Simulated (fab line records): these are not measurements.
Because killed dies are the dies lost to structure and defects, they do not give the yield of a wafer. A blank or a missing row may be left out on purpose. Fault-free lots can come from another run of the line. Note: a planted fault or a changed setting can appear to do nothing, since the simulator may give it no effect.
Comparing a struck lot with a sound one | flow n5 finfet | 15 steps out of a route of 1938
Sound: wafers L982.2, L982.3, L982.4. Struck: wafer L978.4. (L978.6 of the same lot was not struck and is left out.) The cause comes at the end.
Per side, at each step with rows, come the tool, then ch with its chambers, and then its first start. Under that, the readings that differ: sound wafers | struck wafers | difference of the means | sigmas: that difference in standard deviations of wafers without a fault.
alike: words and numbers the same on both sides, and readings whose means are apart by under 2 such deviations; not compared: readings that were withheld, readings missing a value for some wafer, numbers with overlapping values and no deviation given by the record, and bounds like >300 which may hide the same value.
The two part at a step that has a row with sigmas, a row that says differs or no value, or rows on one side only. Numbers that have no deviation but don't overlap get no sigmas and don't part them. A reading that every wafer of one side lacks parts them only if that side has two wafers or more.

first, 3 steps without rows for these wafers: N5_HKMG_FIN_ETCH_86 (etches SOC in N2/H2, stops on TiN, target depth 393.2 nm); N5_HKMG_FIN_STRIP_89 (strips SOC in N2/H2, time 20 s); N5_HKMG_FIN_WET_ETCH_87 (etches TiN in SC1, time 154.2 s, target depth 4.7 nm, rinse time 30 s).
N5_HKMG_FIN_STRIP_88: strips in N2/H2, time 360 s.
  sound on plasma asher-02 ch 0,1, day 7 08:07; struck on plasma asher-01 ch 1, day 6 07:09
  reading                     | sound       | struck | difference | sigmas
  drypump motor current A (A) | 6.6 6.6 5.8 | 5.0    | -1.3       | -2
  alike: heater power w
  not compared: rf hours counter h
N5_HKMG_FIN_NWFM_ALD_20: deposits TiAlC, target thk 2 nm, pulse time 3 s, purge time 2 s.
  sound on ald metal-02 ch 0,1,3, day 7 08:30; struck on ald metal-02 ch 3, day 6 07:25
  alike: heater power w, precursor pulse height rel
  not compared: ald cycles
then, 2 steps without rows for these wafers: N5_HKMG_FIN_ALD_71 (deposits TiN, target thk 1 nm, pulse time 1 s, purge time 3 s); N5_HKMG_FIN_COAT_66 (time 60 s, resist thk 300 nm).
N5_HKMG_FIN_ETCH_67: etches SOC in N2/H2, stops on TiN, target depth 388.9 nm.
  sound on rie diel-02 ch 0,1, day 7 08:59; struck on rie diel-06 ch 1, day 6 07:53
  alike: chamber pressure mTorr, drypump motor current A, oes product au, rf vpp V, showerhead plenum p Torr, throttle valve pct
  not compared: rf hours counter h
N5_HKMG_FIN_STRIP_90: strips SOC in N2/H2, time 20 s.
  sound on rie diel-02 ch 0,1, day 7 09:04; struck on rie diel-06 ch 1, day 6 07:57
  reading                | sound             | struck | difference | sigmas
  throttle valve pct (%) | 19.50 19.49 18.94 | 18.76  | -0.55      | -2
  alike: chamber pressure mTorr, drypump motor current A, oes product au, power w, rf vpp V, showerhead plenum p Torr
  not compared: rf hours counter h
then, 3 steps without rows for these wafers: N5_HKMG_FIN_WET_ETCH_73 (etches the open film in SC1, time 42.3 s, target depth 1.3 nm, rinse time 30 s); N5_HKMG_FIN_ETCHBACK_68 (etches the open film in Cl2/Ar, stops on HfO2, target depth 0.5 nm); N5_HKMG_FIN_STRIP_69 (strips in N2/H2, time 360 s).
N5_HKMG_FIN_ALD_21: deposits TiN, target thk 1.5 nm, pulse time 1 s, purge time 3 s.
  sound on ald metal-04 ch 0,1,2, day 7 09:48; struck on ald metal-01 ch 3, day 6 08:37
  reading                                  | sound       | struck | difference | sigmas
  ald cycles                               | 68 68 68    | 117    | +49        |
  model.TiN_of_HKMG_FIN_ALD_21.thk nm (nm) | 1.6 1.6 1.6 | 2.6    | +1.0       |
  alike: heater power w, precursor pulse height rel
N5_HKMG_FIN_ALD_72: deposits W, target thk 2 nm, pulse time 1 s, purge time 2 s.
  sound on cvd w-01 ch 0,1, day 7 10:10; struck on cvd w-02 ch 0, day 6 08:59
  alike: heater power w, precursor pulse height rel
  not compared: ald cycles
-- a jump in the record: the struck wafers' starts before and after are 4 days apart (it breaks off in module HKMG_FIN and resumes in module BEOL_M4, where the first step shown is number 1111 of the route) --
N5_BEOL_M4_RC_MEAS_101:
  sound on prober-02 ch 0, day 11 07:08; struck on prober-01 ch 0, day 10 04:43
  alike: DIBL_N, DIBL_P, IOFF_N, IOFF_P, ION_N, ION_P, SS_N, SS_P, VT_N, VT_P

== WHERE THEY PART ==
At N5_HKMG_FIN_STRIP_88 first; at N5_HKMG_FIN_STRIP_90 last (within this record only). Later steps at which nothing parts them and some readings are alike: N5_HKMG_FIN_ALD_21, N5_HKMG_FIN_ALD_72, N5_BEOL_M4_RC_MEAS_101.

WHY: what had been put in by the simulator
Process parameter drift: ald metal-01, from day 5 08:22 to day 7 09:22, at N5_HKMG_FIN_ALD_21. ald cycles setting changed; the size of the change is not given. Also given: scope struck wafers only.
